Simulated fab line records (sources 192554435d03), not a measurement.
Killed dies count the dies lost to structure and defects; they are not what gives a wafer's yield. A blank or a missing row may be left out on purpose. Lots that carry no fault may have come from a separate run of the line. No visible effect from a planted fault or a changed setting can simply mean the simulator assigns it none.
fab line records    flow n5-finfet
[record] lots = 12  wafers = 36  last-day = 17
route steps=1938 shown BEOL_M13@1691 BEOL_M14@1716
lots untouched by any fault: they come from a run of this same line in which no faults occurred
start-h: hours from the record's opening day to when the first of the lot's shown wafers began    wait-h: hours from the lot's prior step to this one    " unchanged from the row above    L1.1+2: a single row standing in for several wafers    - no value, or no start was given    * or withheld: withheld    < > ~ a bound
route shown NAME@n: a module of which the file shows steps, and the number in the route of the first    usual: the fault-free wafers' mean and standard deviation    same: alike in all rows    chamber/n: place in a boat    sites: per-site readings    _std_site: the standard deviation of these    _edge_site: the outer-site mean with the inner-site mean subtracted    radius-mm: for every site, how far away it sits from the centre of the wafer    mask NAME#n: copy n    behind: the last tool/chamber to shape the wafer    hold: what put the lot on hold/how long, in hours/how the hold closed    device: transistor that didn't switch, given as n, p or np    end of line: tests of these same wafers at the route's end    for a step that has no rows: nothing shown but its recipe    killed: not the wafer's yield, but the dies lost to structure and defects at the first sort    map: a wafer's dies, marking killed ones x, the rest . and places with no die _
set.NAME: the setting the step ran with; set.NAME@STEP: the setting that earlier step ran with    model.NAME: the simulator's own value behind a step, which no gauge read
one table for each step of the route and one row for each wafer, over a sample of lots
services: a tool's chamber out of use, with start hour (start-h, from the record's first day; less than 0 if before it), hours out, and reason
[[steps]]
[step N5_BEOL_M13_INSPECT_30]
[recipe] mode = adi  inspect-instrument = macro
[usual] raw-defect-count = 2.0/1.5
lot.wafer  tool               chamber  start-h  wait-h  raw-defect-count
L304.2     defect-inspect-01  -        247.67   0.0     6
L304.3     "                  -        "        "       3
L304.4     "                  -        "        "       6
L305.2     defect-inspect-02  -        249.38   0.0     1
L305.3     "                  -        "        "       1
L305.5     "                  -        "        "       4
L307.3     defect-inspect-02  -        264.14   0.0     3
L307.4     "                  -        "        "       1
L307.5     "                  -        "        "       5
L308.2     defect-inspect-01  -        270.29   0.0     0
L308.3     "                  -        "        "       1
L308.6     "                  -        "        "       3
L311.1     defect-inspect-01  -        271.19   0.0     0
L311.5     "                  -        "        "       2
L311.6     "                  -        "        "       0
L310.1     defect-inspect-02  -        271.53   0.0     4
L310.4     "                  -        "        "       2
L310.5     "                  -        "        "       2
L316.3     defect-inspect-02  -        312.87   0.0     3
L316.4     "                  -        "        "       2
L316.5     "                  -        "        "       1
L319.3     defect-inspect-01  -        332.27   0.0     1
L319.4     "                  -        "        "       2
L319.5     "                  -        "        "       2
L320.1     defect-inspect-01  -        339.50   0.0     4
L320.2     "                  -        "        "       2
L320.5     "                  -        "        "       3
L321.3     defect-inspect-02  -        355.49   0.0     2
L321.4     "                  -        "        "       5
L321.6     "                  -        "        "       1
L324.3     defect-inspect-01  -        370.59   0.0     3
L324.5     "                  -        "        "       2
L324.6     "                  -        "        "       0
L325.1     defect-inspect-01  -        373.58   0.0     3
L325.2     "                  -        "        "       1
L325.5     "                  -        "        "       3
[step N5_BEOL_M14_ILD_DEP_00]
[recipe] material = SiO2  target-thk-a = 11193  temp-c = 400  precursor = TEOS/O2  pressure-torr = 6.5  rf-w = 900  teos-flow-sccm = 161.4  gas = O2  flow-sccm = 2650  time-s = 237.4
[usual] heater-power-outer-w = 306/66  heater-power-w = 543/88  showerhead-plenum-p-Torr = 8.331/0.023  susceptor-temp-C = 400.05/0.24  throttle-valve-pct = 18.5/0.64
lot.wafer  tool      chamber  start-h  wait-h  heater-power-outer-w  heater-power-w  showerhead-plenum-p-Torr  susceptor-temp-C  throttle-valve-pct
L304.2     pecvd-03  2        250.55   0.0     257                   474             8.295                     399.65            17.3
L304.3     "         1        "        "       426                   690             8.340                     399.91            18.9
L304.4     "         1        "        "       302                   529             8.337                     400.04            18.8
L305.2     pecvd-01  0        253.56   0.0     231                   447             8.329                     400.31            18.2
L305.3     "         2        "        "       327                   523             8.357                     399.94            18.4
L305.5     "         1        "        "       398                   697             8.315                     400.06            19.5
L307.3     pecvd-01  2        268.56   0.0     300                   500             8.339                     400.25            18.1
L307.4     "         2        "        "       336                   554             8.354                     400.00            18.3
L307.5     "         0        "        "       218                   440             8.345                     399.77            18.2
L308.2     pecvd-02  1        279.71   0.0     287                   465             8.332                     400.11            19.1
L308.3     "         2        "        "       295                   585             8.341                     399.97            18.0
L308.6     "         1        "        "       350                   520             8.353                     399.99            19.1
L311.1     pecvd-01  1        280.28   0.0     332                   610             8.318                     400.02            19.5
L311.5     "         2        "        "       241                   443             8.351                     400.46            18.2
L311.6     "         1        "        "       422                   708             8.303                     399.84            19.8
L310.1     pecvd-02  2        280.97   0.0     310                   597             8.346                     400.21            17.7
L310.4     "         1        "        "       389                   602             8.346                     400.17            19.1
L310.5     "         0        "        "       264                   517             8.363                     400.05            17.9
L316.3     pecvd-02  0        316.61   0.0     361                   627             8.364                     400.06            17.9
L316.4     "         2        "        "       328                   614             8.323                     399.60            18.1
L316.5     "         1        "        "       385                   587             8.338                     400.11            19.1
L319.3     pecvd-01  2        337.63   0.1     313                   527             8.338                     400.07            18.6
L319.4     "         1        "        "       387                   681             8.304                     402.47            19.3
L319.5     "         1        "        "       294                   547             8.304                     402.17            19.4
L320.1     pecvd-01  1        348.66   0.0     385                   658             8.305                     402.18            19.3
L320.2     "         0        "        "       232                   463             8.314                     399.86            18.7
L320.5     "         0        "        "       147                   345             8.341                     400.27            18.5
L321.3     pecvd-03  1        364.79   0.0     394                   646             8.355                     399.85            18.8
L321.4     "         2        "        "       261                   488             8.295                     400.33            17.4
L321.6     "         1        "        "       408                   683             8.366                     400.00            19.0
L324.3     pecvd-02  2        375.67   0.1     309                   594             8.328                     400.14            18.0
L324.5     "         1        "        "       373                   573             8.312                     400.44            19.0
L324.6     "         2        "        "       211                   467             8.326                     399.93            17.9
L325.1     pecvd-03  1        375.89   0.0     411                   665             8.344                     399.85            19.1
L325.2     "         0        "        "       273                   491             8.325                     400.34            18.4
L325.5     "         0        "        "       304                   546             8.337                     399.91            18.5
[step N5_BEOL_M14_THK_MEAS_01]
[recipe] reads = SiO2_of_BEOL_M14_ILD_DEP_00
[usual] M14_ILD_THK = 1117/15
lot.wafer  tool           chamber  start-h  wait-h  M14_ILD_THK[nm]
L304.2     film-metro-02  -        250.74   0.1     1090
L304.3     "              -        "        "       1125
L304.4     "              -        "        "       1138
L305.2     film-metro-01  -        253.75   0.1     1111
L305.3     "              -        "        "       1099
L305.5     "              -        "        "       1125
L307.3     film-metro-01  -        268.75   0.1     1087
L307.4     "              -        "        "       1114
L307.5     "              -        "        "       1129
L308.2     film-metro-01  -        279.90   0.1     1119
L308.3     "              -        "        "       1129
L308.6     "              -        "        "       1134
L311.1     film-metro-02  -        280.55   0.2     1108
L311.5     "              -        "        "       1109
L311.6     "              -        "        "       1115
L310.1     film-metro-02  -        281.16   0.1     1108
L310.4     "              -        "        "       1121
L310.5     "              -        "        "       1125
L316.3     film-metro-02  -        316.80   0.1     1092
L316.4     "              -        "        "       1126
L316.5     "              -        "        "       1130
L319.3     film-metro-02  -        337.82   0.1     1109
L319.4     "              -        "        "       1100
L319.5     "              -        "        "       1106
L320.1     film-metro-02  -        348.84   0.1     1086
L320.2     "              -        "        "       1115
L320.5     "              -        "        "       1134
L321.3     film-metro-02  -        364.98   0.1     1123
L321.4     "              -        "        "       1127
L321.6     "              -        "        "       1122
L324.3     film-metro-02  -        375.86   0.1     1113
L324.5     "              -        "        "       1121
L324.6     "              -        "        "       1128
L325.1     film-metro-02  -        376.08   0.1     1127
L325.2     "              -        "        "       1110
L325.5     "              -        "        "       1117
[step N5_BEOL_M14_OVL_MEAS_11]
[recipe] points-per-wafer = 44
[usual] V13_OVL = 1/4.8
lot.wafer  tool        chamber  start-h  wait-h  V13_OVL[nm]
L304.2     overlay-02  0        251.07   0.0     1
L304.3     "           0        "        "       4
L304.4     "           0        "        "       -4
L305.2     overlay-02  0        254.09   0.0     -8
L305.3     "           0        "        "       1
L305.5     "           0        "        "       0
L307.3     overlay-02  0        269.21   0.0     -2
L307.4     "           0        "        "       2
L307.5     "           0        "        "       -5
L308.2     overlay-01  0        280.24   0.0     -8
L308.3     "           0        "        "       -1
L308.6     "           0        "        "       -6
L311.1     overlay-02  0        281.01   0.0     3
L311.5     "           0        "        "       -1
L311.6     "           0        "        "       3
L310.1     overlay-01  0        281.49   0.0     -8
L310.4     "           0        "        "       2
L310.5     "           0        "        "       -11
L316.3     overlay-01  0        317.27   0.0     -4
L316.4     "           0        "        "       0
L316.5     "           0        "        "       -6
L319.3     overlay-01  0        338.28   0.0     -3
L319.4     "           0        "        "       1
L319.5     "           0        "        "       -1
L320.1     overlay-02  0        349.18   0.0     7
L320.2     "           0        "        "       8
L320.5     "           0        "        "       6
L321.3     overlay-01  0        365.31   0.0     3
L321.4     "           0        "        "       5
L321.6     "           0        "        "       1
L324.3     overlay-01  0        376.20   0.0     -1
L324.5     "           0        "        "       -9
L324.6     "           0        "        "       -4
L325.1     overlay-01  0        376.54   0.0     1
L325.2     "           0        "        "       2
L325.5     "           0        "        "       2
[[services]]
tool      chamber  start-h  hours  kind
pecvd-01  -        246.76   2.8    pm
pecvd-01  0        274.91   19.8   repair
pecvd-03  1        312.99   7.4    repair
pecvd-02  -        316.90   14.6   pm
pecvd-01  0        335.00   5.5    scheduled-down
pecvd-01  -        339.16   6.0    pm
[[key]]
[first-sign] step = N5_BEOL_M14_ILD_DEP_00  reading = susceptor-temp-C  direction = up  sigmas = 9.5  usual = *  struck = *
effect none on later readings
met-at N5_BEOL_M14_ILD_DEP_00
struck-lots L319,L320
struck-wafers L319.4,L319.5,L320.1
not-acting-at N5_BEOL_M13_INSPECT_30,N5_BEOL_M14_THK_MEAS_01,N5_BEOL_M14_OVL_MEAS_11
onset-between 280.28 337.63
[fault] kind = process-parameter-drift  tool = pecvd-01  chamber = 1  onset-h = 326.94  steps = N5_BEOL_M14_ILD_DEP_00  channel = temp-c  offset = *  shape = step  end-h = 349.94  acts-in = *  stated = *
